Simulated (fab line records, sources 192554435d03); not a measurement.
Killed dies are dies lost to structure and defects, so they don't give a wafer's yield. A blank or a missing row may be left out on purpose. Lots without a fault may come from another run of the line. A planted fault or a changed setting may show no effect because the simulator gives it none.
Split-lot experiment | flow n5_finfet | 7 lots, 21 wafers read, on a route of 1938 steps

THE SPLIT
At N5_BEOL_M5_ETCH_68 (etches SOC in N2/H2, target depth 80 nm, overetch 16 nm, time 120 s), the setting time_s was moved away from the recipe's 120 s on 8 of the 21 wafers read, by -19.3% to +13.3%. The other wafers ran this setting at the recipe's value.

The reading is taken at the split's own step.

THE READING
SiARC_of_BEOL_M5_COAT_66.thk_nm (the simulator's own value, which no gauge read), in nm, at N5_BEOL_M5_ETCH_68 (etches SOC in N2/H2, target depth 80 nm, overetch 16 nm, time 120 s). The file gives no usual value for it. The 13 wafers here that ran the recipe average 6.4 nm, standard deviation 0.15 nm.

wafer  | tool, chamber at the split | time_s as run, s | against the recipe | SiARC_of_BEOL_M5_COAT_66.thk_nm, nm | against lot-mates on the recipe
L077.2 | rie_diel-05, 1,2           | 101.7            | -15.2%             | 7.4                                 | +0.8
L077.3 | rie_diel-05, 1,2           | 101.7            | -15.2%             | 7.4                                 | +0.8
L077.4 | rie_diel-05, 0             | 120              | recipe             | 6.6                                 | -
L076.1 | rie_diel-02, 2,0           | 120              | recipe             | 6.6                                 | -
L076.3 | rie_diel-02, 2,0           | 120              | recipe             | 6.6                                 | -
L076.5 | rie_diel-02, 1             | 120              | recipe             | 6.4                                 | -
L080.1 | rie_diel-03, 2             | 120              | recipe             | 6.4                                 | -
L080.3 | rie_diel-03, 3             | 130.3            | +8.6%              | 5.8                                 | -0.6
L080.6 | rie_diel-03, 2             | 130.3            | +8.6%              | 6                                   | -0.4
L085.1 | rie_diel-05, 3,0           | 120              | recipe             | 6.6                                 | -
L085.3 | rie_diel-05, 3,0           | 120              | recipe             | 6.6                                 | -
L085.6 | rie_diel-05, 1             | 120              | recipe             | 6.2                                 | -
L088.2 | rie_diel-05, 0             | 131.3            | +9.4%              | 6                                   | -0.2
L088.4 | rie_diel-05, 1             | 120              | recipe             | 6.2                                 | -
L088.6 | rie_diel-05, 1             | 131.3            | +9.4%              | 5.8                                 | -0.4
L093.3 | rie_diel-03, 2             | 96.79            | -19.3%             | 7.6                                 | +1.3
L093.4 | rie_diel-03, 0             | 120              | recipe             | 6.2                                 | -
L093.6 | rie_diel-03, 2             | 120              | recipe             | 6.4                                 | -
L095.1 | rie_diel-02, 0             | 135.9            | +13.3%             | 5.6                                 | -0.8
L095.2 | rie_diel-02, 1,3           | 120              | recipe             | 6.4                                 | -
L095.4 | rie_diel-02, 1,3           | 120              | recipe             | 6.4                                 | -
Where a row lists several chambers, the file gives one row for several wafers and doesn't say which wafer went through which chamber.

THE FIT
A straight line over all 21 wafers: SiARC_of_BEOL_M5_COAT_66.thk_nm changes by -0.0614 nm for each +1% of time_s; r = -0.97; the points scatter about the line by 0.14 nm.
The same after taking each lot's own level away (the mean of its wafers on the recipe; 21 wafers): -0.0555 nm for each +1%; r = -0.96; scatter 0.13 nm.
On that fit, the largest move of time_s shifts the reading by 1.1 nm.
The lots' own levels span 6.20 to 6.60 nm, that is 2.6 times the standard deviation above.
So the lot-to-lot level changes the slope: the two fits differ.
Check: with one of the wafers moved furthest among these (-19.3%) left out of the fit, the line predicts +0.997 nm for it against its lot-mates. It came out at +1.3 nm against them.

OTHER SPLITS ON THESE WAFERS
These wafers also went through other splits before the reading. Each is held against what the fit with the lots' levels taken away leaves over:
other split on the same wafers            | wafers away from the commonest value | r with SiARC_of_BEOL_M5_COAT_66.thk_nm (lot level and that fit taken away)
N5_BEOL_M0_SAQP_SPACER1_ALD_98 ald_cycles | 7                                    | -0.15
N5_BEOL_M0_TRENCH_ETCH_107 target_depth_a | 8                                    | -0.13
N5_BEOL_M2_EXPOSE_25 dose_mj              | 8                                    | -0.34
N5_BEOL_M3_HM_DEP_02 target_thk_a         | 6                                    | +0.24
N5_BEOL_M3_COAT_05 spin_rpm               | 7                                    | -0.09
N5_BEOL_M3_ETCH_70 source_w               | 8                                    | -0.17
N5_BEOL_M5_COAT_71 spin_rpm               | 7                                    | -0.11
N5_BEOL_M5_COAT_22 spin_rpm               | 5                                    | -0.27

THE FILE'S OWN FIT
SiARC_of_BEOL_M5_COAT_66.thk_nm changes by -0.0583 nm for each +1% of time_s, r = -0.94.
